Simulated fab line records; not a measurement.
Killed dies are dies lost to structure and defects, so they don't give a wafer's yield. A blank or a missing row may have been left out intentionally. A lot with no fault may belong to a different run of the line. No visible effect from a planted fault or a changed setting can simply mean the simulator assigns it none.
fab line records	flow nand-harc
[record] lots = 6	wafers = 18	last-day = 24
route steps=1159 shown A_CONTACT@927 END@1159
lots that met no fault: from a run of the same line without faults
start-h: hours from the record's first day to the start of the lot's first wafer shown	wait-h: time in hours since the lot's previous step	" same as the row above	L1.1+2: a single row standing in for several wafers	- either no value or no given start	* or withheld: withheld	< > ~ a bound
route shown NAME@n: a module of which the file shows steps, and the number in the route of the first	usual: mean/standard deviation of fault-free wafers	same: alike in all rows	chamber/n: place in a boat	sites: per-site readings	_std_site: standard deviation of those values	_edge_site: mean of outer sites minus mean of inner sites	radius-mm: how far each site lies from the wafer's centre	mask NAME#n: copy n	behind: the tool/chamber that last shaped the wafer	hold: reason for holding the lot/hours on hold/outcome of the hold	device: the n, p or np transistor that did not switch	end of line: at the end of the route, the tests of the same wafers	step lacking rows: just its recipe	killed: count of dies lost to structure and defects at first sort (not the wafer's yield)	map: shows each die of a wafer: x if killed, . if not, _ if none is there
set.NAME: the setting the step ran with; set.NAME@STEP: the setting that earlier step ran with	model.NAME: the simulator's own value behind a step, which no gauge read
certain route steps with their lots: each step a table, each wafer a row
services: from which hour (start-h, from the record's first day; less than 0 if before it) a tool's chamber was out of use, for how many hours, and why
[[steps]]
[step NHARC_A_CONTACT_COAT_86]
[recipe] temp-c = 260	time-s = 75
[step NHARC_A_CONTACT_COAT_87]
[recipe] temp-c = 225	time-s = 65
[step NHARC_A_CONTACT_COAT_02]
[recipe] spin-rpm = 1500	resist-thk-nm = 90
[step NHARC_A_CONTACT_SOFTBAKE_03]
[recipe] temp-c = 105	time-s = 55
[step NHARC_A_CONTACT_EBR_04]
[step NHARC_A_CONTACT_EXPOSE_05]
[recipe] na = 1.35	sigma-outer = 0.8	dose-mj = 84.24	mask-id = A_CC
[step NHARC_A_CONTACT_PEB_06]
[recipe] peb-temp-c = 100	peb-time-s = 65
[step NHARC_A_CONTACT_DEVELOP_07]
[recipe] develop-time-s = 35	dev-temp-c = 23
[step NHARC_A_CONTACT_CD_MEAS_08]
[recipe] target-cd-nm = 100	landing-energy-ev = 500
[usual] cd-nm = 100.2/0.82
lot.wafer	tool	chamber	start-h	wait-h	cd-nm
L537.2	cd-sem-01	0	396.40	-	101.1
L537.3	"	0	"	"	99.8
L537.5	"	0	"	"	101.0
L542.1	cd-sem-03	0	430.33	-	98.7
L542.4	"	0	"	"	99.7
L542.6	"	0	"	"	98.4
L550.1	cd-sem-03	0	463.78	-	99.8
L550.5	"	0	"	"	100.6
L550.6	"	0	"	"	100.3
L549.3	cd-sem-03	0	471.86	-	100.4
L549.4	"	0	"	"	99.5
L549.6	"	0	"	"	98.6
L554.1	cd-sem-01	0	516.55	-	100.2
L554.5	"	0	"	"	101.1
L554.6	"	0	"	"	101.6
L555.1	cd-sem-01	0	517.75	-	101.1
L555.3	"	0	"	"	101.0
L555.6	"	0	"	"	100.4
[step NHARC_A_CONTACT_OVL_MEAS_09]
[usual] overlay-x-nm = -0.1/0.65	overlay-y-nm = 0.2/0.89
lot.wafer	tool	chamber	start-h	wait-h	overlay-x-nm	overlay-y-nm
L537.2	overlay-02	-	396.48	-	0.4	0.6
L537.3	"	-	"	"	0.4	0.4
L537.5	"	-	"	"	0.3	0.1
L542.1	overlay-02	-	430.42	-	-1.0	-1.5
L542.4	"	-	"	"	-1.1	-1.2
L542.6	"	-	"	"	-0.8	-1.6
L550.1	overlay-02	-	463.87	-	-1.0	0.6
L550.5	"	-	"	"	-1.2	-0.1
L550.6	"	-	"	"	-1.4	-0.2
L549.3	overlay-02	-	471.94	-	0.6	0.0
L549.4	"	-	"	"	0.0	0.5
L549.6	"	-	"	"	0.5	0.4
L554.1	overlay-02	-	516.65	-	0.4	-1.2
L554.5	"	-	"	"	0.1	-1.4
L554.6	"	-	"	"	-0.4	-0.8
L555.1	overlay-02	-	517.84	-	0.8	-0.4
L555.3	"	-	"	"	0.4	0.0
L555.6	"	-	"	"	0.4	0.1
[step NHARC_A_CONTACT_INSPECT_10]
[usual] raw-defect-count = 27/13
lot.wafer	tool	chamber	start-h	wait-h	raw-defect-count
L537.2	defect-inspect-01	-	396.52	0.0	33
L537.3	"	-	"	"	18
L537.5	"	-	"	"	23
L542.1	defect-inspect-01	-	430.45	0.0	11
L542.4	"	-	"	"	8
L542.6	"	-	"	"	6
L550.1	defect-inspect-01	-	463.91	0.0	39
L550.5	"	-	"	"	40
L550.6	"	-	"	"	40
L549.3	defect-inspect-02	-	471.98	0.0	33
L549.4	"	-	"	"	22
L549.6	"	-	"	"	31
L554.1	defect-inspect-02	-	516.68	0.0	18
L554.5	"	-	"	"	16
L554.6	"	-	"	"	10
L555.1	defect-inspect-02	-	517.89	0.1	14
L555.3	"	-	"	"	20
L555.6	"	-	"	"	15
[step NHARC_A_CONTACT_DESCUM_13]
[recipe] time-s = 3	o2-flow-sccm = 200	ar-flow-sccm = 0	bias-power-w = 0	chemistry = O2
[usual] drypump-motor-current-A = 5.7/0.35	o2-flow-sccm = 200.0/0.56	oes-product-au = 0.998/0.014	rf-vpp-V = 57.8/0.92	showerhead-plenum-p-Torr = 1.91/0.085	throttle-valve-pct = 11.312/0.0089
[same] time-s = 3
lot.wafer	tool	chamber	start-h	wait-h	drypump-motor-current-A	o2-flow-sccm	oes-product-au	rf-hours-counter-h	rf-vpp-V	showerhead-plenum-p-Torr	throttle-valve-pct
L537.3	rie-diel-12	3	396.64	0.1	6.0	200.1	0.999	1	58.5	1.95	11.305
L537.2	"	0	"	"	5.3	200.1	1.003	1	58.0	1.97	11.301
L537.5	"	3	"	"	6.0	199.6	0.994	-	57.3	1.95	11.311
L542.4	rie-diel-10	2	430.52	0.1	5.6	199.9	0.999	26	57.5	1.84	11.321
L542.1	"	0	"	"	6.3	199.4	0.995	28	57.7	2.01	11.295
L542.6	"	3	"	"	6.0	200.2	1.002	-	57.8	1.95	11.315
L550.1	rie-diel-12	3	463.98	0.1	5.9	200.0	0.971	14	56.7	1.95	11.305
L550.5	"	2	"	"	5.7	200.3	1.006	-	57.4	1.86	11.319
L550.6	"	3	"	"	6.0	199.7	0.983	-	56.6	1.95	11.302
L549.3	rie-diel-12	2	472.05	0.1	5.7	199.7	1.008	15	56.9	1.85	11.323
L549.4	"	3	"	"	6.0	200.4	0.965	16	59.6	1.95	11.306
L549.6	"	1	"	"	5.5	200.1	0.980	-	57.4	1.81	11.315
L554.1	rie-diel-10	2	516.74	0.1	5.5	201.0	1.013	60	57.1	1.83	11.321
L554.6	"	2	"	"	5.5	201.5	1.012	-	56.9	1.83	11.313
L554.5	"	3	"	"	6.0	200.4	1.017	-	57.2	1.94	11.306
L555.3	rie-diel-10	0	517.95	0.1	6.2	200.0	0.992	59	58.6	2.00	11.316
L555.1	"	1	"	"	6.3	199.2	0.998	61	56.9	2.05	11.310
L555.6	"	1	"	"	6.3	199.2	1.003	-	58.7	2.06	11.320
[step NHARC_A_CONTACT_ETCH_88]
[recipe] target-depth-a = 390	over-etch-frac = 0.3	time-s = 65	ion-energy-ev = 80	cf4-flow-sccm = 150	ar-flow-sccm = 0	rf-w = 300	bias-w = 100	chemistry = CF4
[usual] cf4-flow-sccm = 150.1/0.43	drypump-motor-current-A = 5.7/0.36	oes-product-au = 0.997/0.015	rf-vpp-V = 151.3/1.1	run-length-s = 86.4/0.49	showerhead-plenum-p-Torr = 1.77/0.075	throttle-valve-pct = 13.284/0.0084
lot.wafer	tool	chamber	start-h	wait-h	cf4-flow-sccm	drypump-motor-current-A	oes-product-au	rf-hours-counter-h	rf-vpp-V	run-length-s	showerhead-plenum-p-Torr	throttle-valve-pct
L537.2	rie-diel-12	0	396.72	0.1	150.4	5.3	1.003	1	152.1	86.4	1.82	13.272
L537.3	"	1	"	"	150.4	5.5	0.982	1	150.1	86.4	1.68	13.304
L537.5	"	0	"	"	149.6	5.3	0.992	-	151.5	86.7	1.82	13.288
L542.1	rie-diel-10	2	430.61	0.1	149.5	5.6	1.001	26	151.0	86.5	1.70	13.280
L542.4	"	0	"	"	149.3	6.3	0.995	28	151.9	85.7	1.85	13.278
L542.6	"	1	"	"	150.4	6.3	0.996	-	153.4	86.3	1.90	13.289
L550.1	rie-diel-12	0	464.07	0.1	150.6	5.3	1.000	14	152.2	64.7	1.82	13.280
L550.6	"	2	"	"	149.6	5.7	1.017	-	150.7	86.7	1.72	13.285
L550.5	"	3	"	"	150.8	6.0	0.970	-	151.1	85.3	1.80	13.292
L549.4	rie-diel-12	0	472.12	0.1	149.1	5.3	0.995	16	152.6	65.0	1.82	13.290
L549.3	"	2	"	"	149.8	5.7	1.005	15	150.7	86.8	1.72	13.303
L549.6	"	0	"	"	149.3	5.3	0.998	-	151.7	64.3	1.82	13.271
L554.1	rie-diel-10	0	516.83	0.1	150.7	6.3	1.005	59	151.0	85.7	1.84	13.279
L554.5	"	0	"	"	150.3	6.3	1.004	-	152.9	85.7	1.84	13.298
L554.6	"	1	"	"	150.0	6.3	1.000	-	151.0	86.6	1.89	13.279
L555.1	rie-diel-10	1	518.09	0.1	150.2	6.3	0.993	61	153.7	86.2	1.89	13.282
L555.3	"	3	"	"	149.9	6.0	1.014	54	152.0	86.1	1.79	13.292
L555.6	"	1	"	"	149.6	6.3	0.998	-	152.3	86.4	1.89	13.278
[step NHARC_A_CONTACT_ETCH_89]
[recipe] target-depth-a = 2600	over-etch-frac = 0.3	time-s = 475.3	ion-energy-ev = 200	n2-flow-sccm = 150	h2-flow-sccm = 150	ar-flow-sccm = 0	rf-w = 400	bias-w = 150	chemistry = N2/H2
[usual] drypump-motor-current-A = 5.7/0.35	oes-product-au = 0.998/0.016	rf-vpp-V = 430.5/2.6	run-length-s = 496.7/0.52	showerhead-plenum-p-Torr = 2.04/0.093	throttle-valve-pct = 14.171/0.0085
[same] time-s = 475.3
lot.wafer	tool	chamber	start-h	wait-h	drypump-motor-current-A	oes-product-au	rf-hours-counter-h	rf-vpp-V	run-length-s	showerhead-plenum-p-Torr	throttle-valve-pct
L537.3	rie-diel-12	0	-	-	5.3	0.998	2	432.9	496.7	2.11	14.165
L537.2	"	3	"	"	6.0	0.983	2	430.8	495.7	2.08	14.181
L537.5	"	0	"	"	5.3	1.002	-	431.2	496.9	2.11	14.166
L542.1	rie-diel-10	1	-	-	6.3	0.994	27	434.9	496.5	2.21	14.174
L542.4	"	0	"	"	6.3	0.996	28	434.0	495.9	2.15	14.160
L542.6	"	1	"	"	6.3	1.008	-	435.0	497.5	2.21	14.168
L550.1	rie-diel-12	2	-	-	5.7	1.017	13	428.8	496.8	1.98	14.151
L550.5	"	0	"	"	5.3	1.002	-	432.1	497.3	2.10	14.170
L550.6	"	1	"	"	5.5	0.974	-	427.5	496.7	1.93	14.159
L549.4	rie-diel-12	0	-	-	5.3	0.996	16	432.8	497.0	2.10	14.185
L549.3	"	2	"	"	5.7	1.006	15	429.3	497.0	1.98	14.174
L549.6	"	0	"	"	5.3	0.994	-	433.6	496.9	2.10	14.181
L554.1	rie-diel-10	2	-	-	5.6	1.013	60	427.8	496.5	1.94	14.168
L554.5	"	0	"	"	6.3	0.998	-	434.8	495.8	2.14	14.155
L554.6	"	1	"	"	6.3	0.999	-	433.7	496.5	2.19	14.182
L555.3	rie-diel-10	2	-	-	5.6	1.010	62	428.1	496.4	1.94	14.171
L555.1	"	0	"	"	6.3	0.997	61	432.8	495.8	2.13	14.182
L555.6	"	3	"	"	6.0	1.015	-	431.0	496.4	2.07	14.177
[step NHARC_END_SORT_01]
[recipe] temp-c = 25
[usual] killed-at-array = 27/10	killed-at-other = 0.6/0.83	killed-at-periphery = 2.4/1.8	killed-dies = 30/10	killed-open = 3.3/1.7	killed-short = 1.8/1.4
[same] gross-dies = 677
lot.wafer	tool	chamber	start-h	wait-h	killed-at-array	killed-at-other	killed-at-periphery	killed-dies	killed-open	killed-short
L537.2	prober-01	0	463.20	2.8	23	1	2	26	2	1
L537.3	prober-01	0	464.00	3.1	19	0	0	19	3	1
L537.5	prober-01	0	465.62	3.7	22	0	4	26	3	2
L550.1	prober-01	0	522.15	2.5	675	0	2	677	2	6
L550.5	prober-01	0	525.35	3.7	42	1	4	47	7	2
L550.6	prober-01	0	526.15	4.0	36	0	1	37	2	2
L549.4	prober-02	0	524.56	3.4	675	0	1	676	4	0
L549.6	prober-02	0	526.17	4.0	672	0	5	677	4	3
// killed by level:class
L537.2 A_SLIT:chamber-film-flake=11 A_CONTACT:chamber-film-flake=4 A_CHANNEL_FILL_D1:chamber-film-flake=3 A_CONTACT:geometric-particle:open=2 P_BONDPAD:chamber-film-flake=2 A_ONON_D1:geometric-particle:short=1 A_CHANNEL_HOLE_D1:chamber-film-flake=1 A_WL_FILL:chamber-film-flake=1
L537.3 A_CHANNEL_HOLE_D1:chamber-film-flake=3 A_SGD_CUT:chamber-film-flake=3 A_SLIT:chamber-film-flake=3 A_CONTACT:chamber-film-flake=3 A_CHANNEL_FILL_D1:chamber-film-flake=2 A_ONON_D1:geometric-particle:open=1 A_WL_FILL:geometric-particle:short=1 A_WL_FILL:geometric-particle:open=1
L537.5 A_SLIT:chamber-film-flake=8 A_CONTACT:chamber-film-flake=4 A_WL_FILL:chamber-film-flake=3 A_CONTACT:geometric-particle:open=2 P_BONDPAD:chamber-film-flake=2 A_STAIRCASE:chamber-film-flake=2 P_M1:geometric-particle:short=1 A_ONON_D1:geometric-particle:short=1
L550.1 A_CONTACT:area-etch=639 A_SLIT:chamber-film-flake=17 A_CHANNEL_HOLE_D1:chamber-film-flake=5 A_STAIRCASE:chamber-film-flake=4 A_WL_FILL:geometric-particle:short=2 A_SGD_CUT:chamber-film-flake=2 P_STI:geometric-particle:short=1 A_CHANNEL_FILL_D1:geometric-particle:open=1
L549.4 A_CONTACT:area-etch=654 A_CHANNEL_HOLE_D1:chamber-film-flake=13 A_CONTACT:geometric-particle:open=2 A_STAIRCASE:chamber-film-flake=2 A_WL_FILL:geometric-particle:open=1 A_M0:geometric-particle:open=1 P_STI:chamber-film-flake=1 A_CONTACT:chamber-film-flake=1
L550.5 A_SLIT:chamber-film-flake=18 A_STAIRCASE:chamber-film-flake=7 A_SGD_CUT:chamber-film-flake=6 A_CHANNEL_HOLE_D1:chamber-film-flake=3 A_CONTACT:chamber-film-flake=3 P_CONTACT:geometric-particle:open=2 P_STI:geometric-particle:open=1 P_GATE:geometric-particle:open=1
L550.6 A_SLIT:chamber-film-flake=16 A_CHANNEL_HOLE_D1:chamber-film-flake=7 A_STAIRCASE:chamber-film-flake=4 A_CONTACT:chamber-film-flake=3 A_CHANNEL_FILL_D1:geometric-particle:short=1 A_CONTACT:geometric-particle:open=1 A_M0:geometric-particle:short=1 A_M0:geometric-particle:open=1
L549.6 A_CONTACT:area-etch=638 A_CHANNEL_HOLE_D1:chamber-film-flake=22 A_STAIRCASE:chamber-film-flake=6 A_CONTACT:geometric-particle:open=2 P_STI:chamber-film-flake=2 P_STI:geometric-particle:short=1 P_M0:geometric-particle:open=1 A_WL_FILL:geometric-particle:open=1
// map L549.6 (x killed, . not)
____________x____________
_________xxxxxxx_________
_______xxxxxxxxxxx_______
______xxxxxxxxxxxxx______
_____xxxxxxxxxxxxxxx_____
____xxxxxxxxxxxxxxxxx____
____xxxxxxxxxxxxxxxxx____
___xxxxxxxxxxxxxxxxxxx___
___xxxxxxxxxxxxxxxxxxx___
__xxxxxxxxxxxxxxxxxxxxx__
__xxxxxxxxxxxxxxxxxxxxx__
_xxxxxxxxxxxxxxxxxxxxxxx_
_xxxxxxxxxxxxxxxxxxxxxxx_
_xxxxxxxxxxxxxxxxxxxxxxx_
_xxxxxxxxxxxxxxxxxxxxxxx_
_xxxxxxxxxxxxxxxxxxxxxxx_
xxxxxxxxxxxxxxxxxxxxxxxxx
xxxxxxxxxxxxxxxxxxxxxxxxx
xxxxxxxxxxxxxxxxxxxxxxxxx
xxxxxxxxxxxxxxxxxxxxxxxxx
xxxxxxxxxxxxxxxxxxxxxxxxx
_xxxxxxxxxxxxxxxxxxxxxxx_
_xxxxxxxxxxxxxxxxxxxxxxx_
_xxxxxxxxxxxxxxxxxxxxxxx_
_xxxxxxxxxxxxxxxxxxxxxxx_
_xxxxxxxxxxxxxxxxxxxxxxx_
__xxxxxxxxxxxxxxxxxxxxx__
__xxxxxxxxxxxxxxxxxxxxx__
___xxxxxxxxxxxxxxxxxxx___
___xxxxxxxxxxxxxxxxxxx___
____xxxxxxxxxxxxxxxxx____
____xxxxxxxxxxxxxxxxx____
_____xxxxxxxxxxxxxxx_____
______xxxxxxxxxxxxx______
_______xxxxxxxxxxx_______
_________xxxxxxx_________
____________x____________
// map L550.1 (x killed, . not)
____________x____________
_________xxxxxxx_________
_______xxxxxxxxxxx_______
______xxxxxxxxxxxxx______
_____xxxxxxxxxxxxxxx_____
____xxxxxxxxxxxxxxxxx____
____xxxxxxxxxxxxxxxxx____
___xxxxxxxxxxxxxxxxxxx___
___xxxxxxxxxxxxxxxxxxx___
__xxxxxxxxxxxxxxxxxxxxx__
__xxxxxxxxxxxxxxxxxxxxx__
_xxxxxxxxxxxxxxxxxxxxxxx_
_xxxxxxxxxxxxxxxxxxxxxxx_
_xxxxxxxxxxxxxxxxxxxxxxx_
_xxxxxxxxxxxxxxxxxxxxxxx_
_xxxxxxxxxxxxxxxxxxxxxxx_
xxxxxxxxxxxxxxxxxxxxxxxxx
xxxxxxxxxxxxxxxxxxxxxxxxx
xxxxxxxxxxxxxxxxxxxxxxxxx
xxxxxxxxxxxxxxxxxxxxxxxxx
xxxxxxxxxxxxxxxxxxxxxxxxx
_xxxxxxxxxxxxxxxxxxxxxxx_
_xxxxxxxxxxxxxxxxxxxxxxx_
_xxxxxxxxxxxxxxxxxxxxxxx_
_xxxxxxxxxxxxxxxxxxxxxxx_
_xxxxxxxxxxxxxxxxxxxxxxx_
__xxxxxxxxxxxxxxxxxxxxx__
__xxxxxxxxxxxxxxxxxxxxx__
___xxxxxxxxxxxxxxxxxxx___
___xxxxxxxxxxxxxxxxxxx___
____xxxxxxxxxxxxxxxxx____
____xxxxxxxxxxxxxxxxx____
_____xxxxxxxxxxxxxxx_____
______xxxxxxxxxxxxx______
_______xxxxxxxxxxx_______
_________xxxxxxx_________
____________x____________
[[services]]
tool	chamber	start-h	hours	kind
rie-diel-10	3	373.61	6.9	repair
rie-diel-12	-	379.40	9.0	pm
rie-diel-12	0	379.40	9.0	vent-cycle
rie-diel-12	1	379.40	9.0	vent-cycle
rie-diel-12	2	379.40	9.0	vent-cycle
rie-diel-12	3	379.40	9.0	vent-cycle
rie-diel-10	0	387.07	-	clean
rie-diel-10	1	387.07	-	clean
rie-diel-10	2	387.07	-	clean
rie-diel-10	3	387.07	-	clean
rie-diel-12	0	388.40	-	clean
rie-diel-12	1	388.40	-	clean
rie-diel-12	1	388.40	-	consumable-replace:focus-ring
rie-diel-12	2	388.40	-	clean
rie-diel-12	3	388.40	-	clean
rie-diel-10	0	411.58	-	clean
rie-diel-10	1	411.58	-	clean
rie-diel-10	2	411.58	-	clean
rie-diel-10	3	411.58	-	clean
rie-diel-12	0	412.90	-	clean
rie-diel-12	1	412.90	-	clean
rie-diel-12	2	412.90	-	clean
rie-diel-10	-	483.08	4.7	repair
rie-diel-12	2	512.50	2.9	repair
[[key]]
[first-sign] step = NHARC_A_CONTACT_ETCH_88	reading = run-length-s	direction = down	sigmas = 44	usual = *	struck = *
[effect] step = NHARC_END_SORT_01	reading = killed-at-array	direction = up	sigmas = 63	usual = 27	struck = 674
[more-kills-born-at] NHARC_A_CONTACT_ETCH_88@rie-diel-12 = 1931
met-at NHARC_A_CONTACT_ETCH_88
struck-wafers L549.4,L549.6,L550.1
later-rows-left-out L549.4,L549.6,L550.1
tester-left-out L549,L550
onset-between 396.72 464.07
[fault] kind = process-parameter-drift	tool = rie-diel-12	chamber = 0	onset-h = 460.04	steps = NHARC_A_CONTACT_ETCH_88	channel = time-s	offset = *	shape = step	end-h = 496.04	acts-in = *	stated = *
// tester-left-out: of these lots the tester's yield and bins aren't shown, on N5 and GAA mostly nor the transistor test; their killed dies are dies lost to structure and defects alone, not to doping, threshold or leakage, so they don't give the yield
// later-rows-left-out: the simulator's readings of these wafers behind a module that went badly wrong aren't trusted and aren't shown, but for the sort
